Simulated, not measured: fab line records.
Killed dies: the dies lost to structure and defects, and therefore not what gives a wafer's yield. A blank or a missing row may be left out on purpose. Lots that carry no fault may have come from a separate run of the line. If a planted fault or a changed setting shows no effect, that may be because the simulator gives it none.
Problem report in the 8D (eight disciplines) form, filled by code | flow n5Finfet | the parts of the form that need people (team, actions taken, sign-off) are left out

1. THE PROBLEM
cathodeDcPowerW at N5_BEOL_M15_SPUTTER_44 reads a mean of 14128 W on 1 wafer of 1 lot; wafers without a fault read 15000 W with a standard deviation of 2.6. That is -99 or more standard deviations from the usual mean.
The step: material Ta, target thk 15 nm, time 24.19 s.
The first sign was on wafer L629.2 at day 14 13:38, on pvdSputter-03. Wafers with a number at this step in the record: 30, from 12 lots. By rule, "out" or "out of limits" means more than 4 standard deviations away from the usual mean. Any other wafer with a number is counted as sound.

2. WHAT IT IS, AND WHAT IT ISN'T
question                    | is                | is not
which readings at this step | cathodeDcPowerW   | biasV, throttleValvePct
which lots                  | L629              | L619, L620, L621, L631, L635, L636, L637, L639, L640, L641, L642
which wafers of those lots  | L629.2            | L629.4, L629.5
read on which tools         | pvdSputter-03     | pvdSputter-01, pvdSputter-02
when                        | from day 14 13:38 | up to then (9 sound wafers); but 20 sound wafers of L631, L635, L636, L637, L639, L640, L641, L642 came after

3. THE SUSPECTS, EACH WITH WHAT RULES IT OUT
Counting: any tool at a process step up to the reading remains a suspect provided it ran every lot that is out. Sound lots after the first of them don't rule it out here, since some wafers of a struck lot are sound.
- rieDiel-05 at N5_BEOL_M15_ETCH_38 (etches SiCN in CF4/N2, target depth 106.4 nm, time 120.5 s): kept. It ran the lot that is out, L629 (day 14 13:31). With no start given for some of its lots, N5_BEOL_M15_ETCH_38 uses the hours and lot order of N5_BEOL_M15_PRE_CLEAN_42.
- pvdSputter-03 at N5_BEOL_M15_PRE_CLEAN_42 (time 30 s): kept. It ran the lot that is out, L629 (day 14 13:31); its last sound lot up to then is L619 (day 12 04:19).
- pvdSputter-03 at N5_BEOL_M15_SPUTTER_43 (material TaN, target thk 15 nm, time 24.19 s): kept. It ran the lot that is out, L629 (day 14 13:34); its last sound lot up to then is L619 (day 12 04:22).
- pvdSputter-03 at N5_BEOL_M15_SPUTTER_44 (material Ta, target thk 15 nm, time 24.19 s): kept. It ran the lot that is out, L629 (day 14 13:38); its last sound lot up to then is L619 (day 12 04:26). Out on those wafers are its own readings of cathodeDcPowerW.
- At N5_BEOL_M15_ETCH_38, inside rieDiel-05: chamber 0 took the wafers that are out, while their sound lot-mates went through chambers 1, 2.
Left after counting: rieDiel-05 at N5_BEOL_M15_ETCH_38, pvdSputter-03 at N5_BEOL_M15_PRE_CLEAN_42, pvdSputter-03 at N5_BEOL_M15_SPUTTER_43, pvdSputter-03 at N5_BEOL_M15_SPUTTER_44.

4. THE CAUSE (what the simulator had put in)
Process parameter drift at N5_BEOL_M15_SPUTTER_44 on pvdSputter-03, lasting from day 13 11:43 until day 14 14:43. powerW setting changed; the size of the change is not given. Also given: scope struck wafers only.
Of the 4 suspects that counting leaves, this tool is one.

5. THE CHAIN OF EFFECTS, in route order
Each row: a reading where the mean over the struck wafers with a number is more than 3 standard deviations away from the usual. Only readings whose record carries a usual standard deviation are examined. hours: median over the lots of the time between each lot's start at the first step of this table that gives one and its start at this step. sigmas: the change, counted in usual standard deviations.
hours | step                   | reading         | usual   | on struck wafers | change | sigmas
0     | N5_BEOL_M15_SPUTTER_44 | cathodeDcPowerW | 15000 W | 14128            | -872   | -99 or more
Process steps it contains:
- N5_BEOL_M15_SPUTTER_44: material Ta, target thk 15 nm, time 24.19 s.

6. HOW IT WOULD HAVE BEEN CAUGHT EARLIER
First out-of-limits reading in this record: day 14 13:38, which is 26 hours after fault onset at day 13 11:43.
